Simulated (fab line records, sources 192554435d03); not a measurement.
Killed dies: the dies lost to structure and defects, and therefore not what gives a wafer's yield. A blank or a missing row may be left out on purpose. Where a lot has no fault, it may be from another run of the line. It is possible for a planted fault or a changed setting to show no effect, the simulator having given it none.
Struck lot and sound lot, side by side | flow n5-finfet | 24 steps out of a route of 1938
Sound: wafers L680.2, L680.3, L680.4. The struck wafers were L682.1, L682.3, L682.6. The cause is named last.
At each step with rows: each side's tool, then ch and its chambers, then its first start. Under that, the readings that differ: sound wafers | struck wafers | difference of the means | sigmas: that difference in standard deviations of wafers without a fault.
alike: readings with means less than 2 such deviations apart, plus words and numbers identical on both sides. not compared: withheld readings, readings lacking a value on some wafer, bounds such as >300 that could conceal the same value, and numbers that have no deviation in the record and whose values overlap.
Wherever a step has rows on one side only, a row that says differs or no value, or a row with sigmas, the two part there. When numbers do not overlap yet have no deviation, they are printed without sigmas and do not part them. A reading missing from all wafers of one side parts the sides only when that side holds two or more wafers.

first, 9 steps without rows for these wafers: N5_BEOL_M1_PEB_09 (peb time 60 s); N5_BEOL_M1_DEVELOP_10 (develop time 30 s); N5_BEOL_M1_DESCUM_16 (chemistry O2, time 7 s); N5_BEOL_M1_ETCH_74 (etches underlayer in N2/H2, target depth 6.5 nm, time 5.2 s); N5_BEOL_M1_ETCH_63 (etches SiARC in CF4, target depth 15.6 nm, time 26 s); N5_BEOL_M1_ETCH_64 (etches SOC in N2/H2, target depth 75 nm, overetch 15 nm, time 112.5 s); N5_BEOL_M1_STRIP_65 (strips in N2/H2); N5_BEOL_M1_STRIP_75 (strips in N2/H2); N5_BEOL_M1_STRIP_66 (strips in CF4).
N5_BEOL_M1_HM_OPEN_17: chemistry Cl2/BCl3, target TiN, target depth 20 nm, overetch 6 nm.
  sound on rie-metal-03 ch 0,1, day 8 10:45; struck on rie-metal-01 ch 1, day 8 20:38
  alike: bcl3-flow-sccm, drypump-motor-current-A, oes-product-au, throttle-valve-pct
  not compared: rf-hours-counter-h
then, 10 steps without rows for these wafers: N5_BEOL_M1_STRIP_19 (strips in O2); N5_BEOL_M1_COAT_67 (time 60 s, resist thk 60 nm); N5_BEOL_M1_COAT_68 (time 60 s, resist thk 12 nm); N5_BEOL_M1_COAT_76 (time 60 s, resist thk 5 nm); N5_BEOL_M1_COAT_22 (resist thk 30 nm); N5_BEOL_M1_EBR_24; N5_BEOL_M1_SOFTBAKE_23 (time 60 s); N5_BEOL_M1_EXPOSE_25 (exposes mask V0, defocus 5 nm, target cd 24 nm); N5_BEOL_M1_PEB_26 (peb time 60 s); N5_BEOL_M1_DEVELOP_27 (develop time 30 s).
N5_BEOL_M1_INSPECT_30: inspects for defects (brightfield).
  sound: defect-inspect-02 at day 8 11:28; struck: defect-inspect-01 at day 8 21:21
  reading          | sound       | struck         | difference | sigmas
  raw-defect-count | 468 304 324 | 1302 1176 1276 | +886       | +7
then, 1 step without rows for these wafers: N5_BEOL_M1_DESCUM_33 (chemistry O2, time 7 s).
-- a jump in the record: the struck wafers' starts before and after are 2 days apart (it breaks off in module BEOL_M1 and resumes in module BEOL_M4, where the first step shown is number 1111 of the route) --
N5_BEOL_M4_RC_MEAS_101:
  sound on prober-01 ch 0, day 10 08:20; struck on prober-01 ch 0, day 11 03:49
  reading   | sound             | struck            | difference | sigmas
  VT_N (mV) | 248.0 241.2 247.5 | 252.1 251.7 253.6 | +6.9       | +2
  alike: DIBL_N, DIBL_P, IOFF_N, IOFF_P, ION_N, ION_P, SS_N, SS_P, VT_P
-- the record jumps here: 4 days lie between the struck wafers' starts before and after (it left off in module BEOL_M4 and takes up again in module PASSIVATION, whose first step shown is number 1936 of the route) --
N5_PASSIVATION_PROBE_49:
  only the struck wafers here have rows in the record (prober-01, day 15 07:51); the sound ones have none

WHERE THEY PART
Last at N5_PASSIVATION_PROBE_49 as far as this record goes, first at N5_BEOL_M1_INSPECT_30.

WHY: what had been put in by the simulator
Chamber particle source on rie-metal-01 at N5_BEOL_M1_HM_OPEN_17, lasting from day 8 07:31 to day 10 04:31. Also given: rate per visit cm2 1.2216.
